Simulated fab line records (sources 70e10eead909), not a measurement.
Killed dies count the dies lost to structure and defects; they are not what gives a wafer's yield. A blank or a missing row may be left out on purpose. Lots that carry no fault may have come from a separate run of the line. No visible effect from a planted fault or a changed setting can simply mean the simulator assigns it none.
Chamber matching / flow nand harc / NHARC_A_STAIRCASE_DEP_280 on pecvd-04 has 3 sister chambers
The step deposits SiON, target thk 30 nm. 6 wafers are shown with their chamber, then 7 later ones without.

WAFERS PAIRED WITH THEIR CHAMBERS
wafer=L082.5; chamber=2; heater power w (W)=696; chamber pressure Torr (Torr)=3.507
wafer=L089.3; chamber=2; heater power w (W)=777; chamber pressure Torr (Torr)=3.498
wafer=L088.4; chamber=0; heater power w (W)=625; chamber pressure Torr (Torr)=3.483
wafer=L088.5; chamber=1; heater power w (W)=806; chamber pressure Torr (Torr)=3.502
wafer=L090.3; chamber=1; heater power w (W)=845; chamber pressure Torr (Torr)=3.507
wafer=L090.4; chamber=0; heater power w (W)=688; chamber pressure Torr (Torr)=3.506

WAFERS WITH NO CHAMBER GIVEN
wafer=L090.5; heater power w (W)=841; chamber pressure Torr (Torr)=3.496
wafer=L092.1; heater power w (W)=749; chamber pressure Torr (Torr)=3.505
wafer=L092.3; heater power w (W)=718; chamber pressure Torr (Torr)=3.513
wafer=L092.6; heater power w (W)=773; chamber pressure Torr (Torr)=3.494
wafer=L096.3; heater power w (W)=823; chamber pressure Torr (Torr)=3.497
wafer=L096.5; heater power w (W)=810; chamber pressure Torr (Torr)=3.498
wafer=L096.6; heater power w (W)=661; chamber pressure Torr (Torr)=3.495

EACH ONE'S CHAMBER
wafer=L090.5; from the rows above=can't be placed: 1 or 2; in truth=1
wafer=L092.1; from the rows above=can't be placed: 2 or 1 or 0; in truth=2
wafer=L092.3; from the rows above=can't be placed: 2 or 0 or 1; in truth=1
wafer=L092.6; from the rows above=can't be placed: 2 or 1 or 0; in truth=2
wafer=L096.3; from the rows above=can't be placed: 1 or 2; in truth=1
wafer=L096.5; from the rows above=can't be placed: 1 or 2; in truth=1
wafer=L096.6; from the rows above=can't be placed: 0 or 2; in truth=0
0 of 7 placed correctly. Can't be placed from these rows: 7 (the true chamber is among the candidates in 7). Placed wrongly: 0.
How it was worked out, from the rows above alone: a wafer's distance from a chamber is the root of the sum, over the readings, of the square of ((its reading less the chamber's mean) divided by the reading's scatter). The wafer belongs to the nearest chamber; if the next one is less than 2 further off, it can't be placed. For every chamber, the mean is computed from those of its wafers that are shown. The scatter: take each reading less its chamber's mean, square it, sum over the shown wafers, divide by the number of wafers less the number of chambers, and take the root.
